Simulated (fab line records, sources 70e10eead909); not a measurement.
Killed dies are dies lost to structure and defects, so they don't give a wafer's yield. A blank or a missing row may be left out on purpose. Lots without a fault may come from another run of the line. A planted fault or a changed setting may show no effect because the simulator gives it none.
Which tool did it? | flow nand_harc | 12 lots, 36 wafers sampled, at 4 steps of a route of 1159

WHAT THE GAUGES READ, wafer by wafer
The record holds no reading of a measuring or inspecting step that can be judged against a usual standard deviation.

WHICH TOOL RAN EACH LOT (tool, then ch and the chambers of the sampled wafers, then the start)
lot  | NHARC_A_WL_FILL_ETCHBACK_16                   | NHARC_A_WL_FILL_STRIP_29           | NHARC_A_CONTACT_SOFTBAKE_37       | NHARC_A_CONTACT_ETCH_50
L484 | rie_diel-10 ch 0,1,3, day 15 14:02 or earlier | rie_diel-10 ch 0,2,3, day 15 14:02 | litho_track-06 ch 0, day 16 09:00 | rie_diel-03 ch 0,3, no start
L488 | rie_diel-10 ch 0,1,3, day 16 03:23 or earlier | rie_diel-10 ch 0,2,3, day 16 03:23 | litho_track-06 ch 0, day 16 21:00 | rie_diel-06 ch 0,1,3, no start
L487 | rie_diel-11 ch 0,1,3, day 16 03:31 or earlier | rie_diel-11 ch 0,1,3, day 16 03:31 | litho_track-01 ch 0, day 16 21:00 | rie_diel-06 ch 1,3, no start
L490 | rie_diel-09 ch 1,2, day 16 18:52 or earlier   | rie_diel-09 ch 0,1,2, day 16 18:52 | litho_track-06 ch 0, day 17 09:00 | rie_diel-12 ch 0,2,3, no start
L489 | rie_diel-09 ch 2,3, day 16 19:53 or earlier   | rie_diel-09 ch 0,2,3, day 16 19:53 | litho_track-04 ch 0, day 17 14:00 | rie_diel-12 ch 1,2, no start
L492 | rie_diel-09 ch 0,3, day 17 02:44 or earlier   | rie_diel-09 ch 0,2,3, day 17 02:44 | litho_track-01 ch 0, day 18 03:00 | rie_diel-12 ch 2,3, no start
L491 | rie_diel-11 ch 0,2, day 18 00:31 or earlier   | rie_diel-11 ch 1,2, day 18 00:31   | litho_track-01 ch 0, day 18 16:00 | rie_diel-03 ch 1,2, no start
L494 | rie_diel-11 ch 2,3, day 18 06:20 or earlier   | rie_diel-11 ch 0,2,3, day 18 06:20 | litho_track-06 ch 0, day 19 00:00 | rie_diel-03 ch 0,3, no start
L500 | rie_diel-09 ch 0,1,3, day 19 11:46 or earlier | rie_diel-09 ch 0,2,3, day 19 11:46 | litho_track-06 ch 0, day 20 04:00 | rie_diel-03 ch 1,2,3, no start
L504 | rie_diel-11 ch 0,1,2, day 20 03:07 or earlier | rie_diel-11 ch 1,3, day 20 03:07   | litho_track-06 ch 0, day 20 22:00 | rie_diel-12 ch 0,1,3, no start
L507 | rie_diel-11 ch 1,2,3, day 20 20:26 or earlier | rie_diel-11 ch 1,2,3, day 20 20:26 | litho_track-01 ch 0, day 21 15:00 | rie_diel-12 ch 0,3, no start
L506 | rie_diel-11 ch 0,2,3, day 21 06:00 or earlier | rie_diel-11 ch 1,2,3, day 21 06:00 | litho_track-04 ch 0, day 21 21:00 | rie_diel-12 ch 0,2,3, no start
- NHARC_A_WL_FILL_ETCHBACK_16: etches the open film in C4F8/O2/Ar, target depth 88 nm, time 17.6 s.
- NHARC_A_WL_FILL_STRIP_29: strips in O2, time 20 s.
- NHARC_A_CONTACT_SOFTBAKE_37: time 55 s.
- NHARC_A_CONTACT_ETCH_50: etches the open film in CF4/CHF3, target depth 84.7 nm, time 42.4 s.

WHAT THE TOOLS THEMSELVES READ (means of the sampled wafers that have a number; where no wafer has one, the mark that the record gives instead)
NHARC_A_WL_FILL_ETCHBACK_16. Usual: oes_product_au 0.99 a.u., standard deviation 0.03; rf_vpp_V 722 V, standard deviation 3.4.
lot  | tool        | oes_product_au (a.u.) | rf_vpp_V (V) | flag
L484 | rie_diel-10 | 1.01                  | 723          |
L488 | rie_diel-10 | 1.02                  | 723          |
L487 | rie_diel-11 | 0.92                  | 721          |
L490 | rie_diel-09 | 1.00                  | 723          |
L489 | rie_diel-09 | 0.99                  | 722          |
L492 | rie_diel-09 | 0.95                  | 718          |
L491 | rie_diel-11 | 1.00                  | 724          |
L494 | rie_diel-11 | 0.99                  | 726          |
L500 | rie_diel-09 | 1.00                  | 720          |
L504 | rie_diel-11 | 0.99                  | 722          |
L507 | rie_diel-11 | 0.92                  | 722          |
L506 | rie_diel-11 | 1.00                  | 725          |

NHARC_A_WL_FILL_STRIP_29. Usual: drypump_motor_current_A 5.4 A, standard deviation 0.31; mfc_ar_sccm 0.007 sccm, standard deviation 0.0097; oes_product_au 1.002 a.u., standard deviation 0.011; rf_vpp_V 57.7 V, standard deviation 0.92; showerhead_plenum_p_Torr 3.49 Torr, standard deviation 0.11; throttle_valve_pct 17.037 %, standard deviation 0.01.
lot  | tool        | drypump_motor_current_A (A) | mfc_ar_sccm (sccm) | oes_product_au (a.u.) | rf_vpp_V (V) | showerhead_plenum_p_Torr (Torr) | throttle_valve_pct (%) | flag
L484 | rie_diel-10 | 5.4                         | 0.009              | 1.013                 | 57.7         | 3.45                            | 17.030                 |
L488 | rie_diel-10 | 5.4                         | 0.009              | 1.014                 | 58.1         | 3.45                            | 17.031                 |
L487 | rie_diel-11 | 5.4                         | 0.009              | 0.995                 | 57.4         | 3.46                            | 17.038                 |
L490 | rie_diel-09 | 5.3                         | 0.010              | 0.997                 | 57.6         | 3.45                            | 17.048                 |
L489 | rie_diel-09 | 5.0                         | 0.010              | 1.002                 | 57.2         | 3.41                            | 17.033                 |
L492 | rie_diel-09 | 5.0                         | 0.010              | 0.999                 | 57.4         | 3.41                            | 17.039                 |
L491 | rie_diel-11 | 5.5                         | 0.000              | 1.001                 | 56.5         | 3.54                            | 17.036                 |
L494 | rie_diel-11 | 5.5                         | 0.009              | 0.999                 | 57.5         | 3.57                            | 17.039                 |
L500 | rie_diel-09 | 5.0                         | 0.010              | 1.006                 | 58.3         | 3.41                            | 17.024                 |
L504 | rie_diel-11 | 5.4                         | 0.008              | 1.005                 | 57.4         | 3.40                            | 17.040                 |
L507 | rie_diel-11 | 5.4                         | 0.008              | 1.002                 | 58.9         | 3.51                            | 17.045                 |
L506 | rie_diel-11 | 5.4                         | 0.008              | 1.006                 | 57.2         | 3.51                            | 17.033                 |

NHARC_A_CONTACT_SOFTBAKE_37. Usual: heater_power_total_W 188.45 W, standard deviation 0.13.
lot  | tool           | heater_power_total_W (W) | flag
L484 | litho_track-06 | 188.46                   |
L488 | litho_track-06 | 188.38                   |
L487 | litho_track-01 | 188.50                   |
L490 | litho_track-06 | 188.44                   |
L489 | litho_track-04 | 188.54                   |
L492 | litho_track-01 | 188.42                   |
L491 | litho_track-01 | 188.43                   |
L494 | litho_track-06 | 188.40                   |
L500 | litho_track-06 | 215.88                   | OFF
L504 | litho_track-06 | 215.80                   | OFF
L507 | litho_track-01 | 188.37                   |
L506 | litho_track-04 | 188.44                   |

NHARC_A_CONTACT_ETCH_50. Usual: drypump_motor_current_A 5.7 A, standard deviation 0.43; mfc_ar_sccm 0.014 sccm, standard deviation 0.016; oes_product_au 0.944 a.u., standard deviation 0.022; rf_vpp_V 369.6 V, standard deviation 2.1; showerhead_plenum_p_Torr 1.54 Torr, standard deviation 0.054; throttle_valve_pct 16.801 %, standard deviation 0.0091.
lot  | tool        | drypump_motor_current_A (A) | mfc_ar_sccm (sccm) | oes_product_au (a.u.) | rf_vpp_V (V) | showerhead_plenum_p_Torr (Torr) | throttle_valve_pct (%) | flag
L484 | rie_diel-03 | 5.8                         | 0.023              | 0.926                 | 367.5        | 1.49                            | 16.802                 |
L488 | rie_diel-06 | 5.7                         | 0.009              | 0.920                 | 371.1        | 1.60                            | 16.796                 |
L487 | rie_diel-06 | 5.9                         | 0.000              | 0.912                 | 372.3        | 1.62                            | 16.808                 |
L490 | rie_diel-12 | 5.3                         | 0.006              | 0.948                 | 369.9        | 1.55                            | 16.805                 |
L489 | rie_diel-12 | 5.8                         | 0.000              | 0.950                 | 371.9        | 1.60                            | 16.800                 |
L492 | rie_diel-12 | 5.0                         | 0.000              | 0.956                 | 369.0        | 1.53                            | 16.810                 |
L491 | rie_diel-03 | 5.4                         | 0.028              | 0.933                 | 368.8        | 1.53                            | 16.799                 |
L494 | rie_diel-03 | 6.1                         | 0.012              | 0.942                 | 368.1        | 1.50                            | 16.798                 |
L500 | rie_diel-03 | 5.5                         | 0.033              | 0.981                 | 368.9        | 1.51                            | 16.804                 |
L504 | rie_diel-12 | 5.5                         | 0.006              | 0.913                 | 370.0        | 1.56                            | 16.806                 |
L507 | rie_diel-12 | 5.4                         | 0.012              | 0.930                 | 369.2        | 1.54                            | 16.800                 |
L506 | rie_diel-12 | 5.3                         | 0.006              | 0.940                 | 369.7        | 1.54                            | 16.796                 |

THE ANSWER, worked out from the rows above alone
Rule: a lot is off if the mean of its wafers that have a number lies more than 3 standard deviations from the usual mean. A lot without any number at a reading at which 4 lots or more have one is off too. The other lots that the step has rows for count as sound. The gauges are gone through in route order, then the tools' own readings, and for those a lot's mean is taken as printed above. The first step at which some lot is off is used, and at that step the reading that is off furthest; a lot without a number counts as furthest.
Off: L500, L504, at NHARC_A_CONTACT_SOFTBAKE_37 (heater_power_total_W).
A tool fits if, at that step or a process step before it, it ran every lot that is off, and no sound lot after the first of them. NHARC_A_WL_FILL_ETCHBACK_16 gives no start for some lots, so the hours and the order of its lots are those of NHARC_A_WL_FILL_STRIP_29. One fits: litho_track-06 at NHARC_A_CONTACT_SOFTBAKE_37. Its last sound lot is L494 (day 19 00:00), its first lot that is off L500 (day 20 04:00): a fault that began between those two fits.
The tool's own readings at NHARC_A_CONTACT_SOFTBAKE_37 bear it out: on the lots that are off they differ by more than 5 times the standard deviation of the sound lots' means. heater_power_total_W reads 215.84 W there against 188.44 W on the sound lots.

WHAT THE SIMULATOR HAD PUT IN
Process parameter drift: litho_track-06, from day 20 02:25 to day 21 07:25, at NHARC_A_CONTACT_SOFTBAKE_37. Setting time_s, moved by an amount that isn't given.
Lots struck among those shown: L500, L504. The rule above found the same.
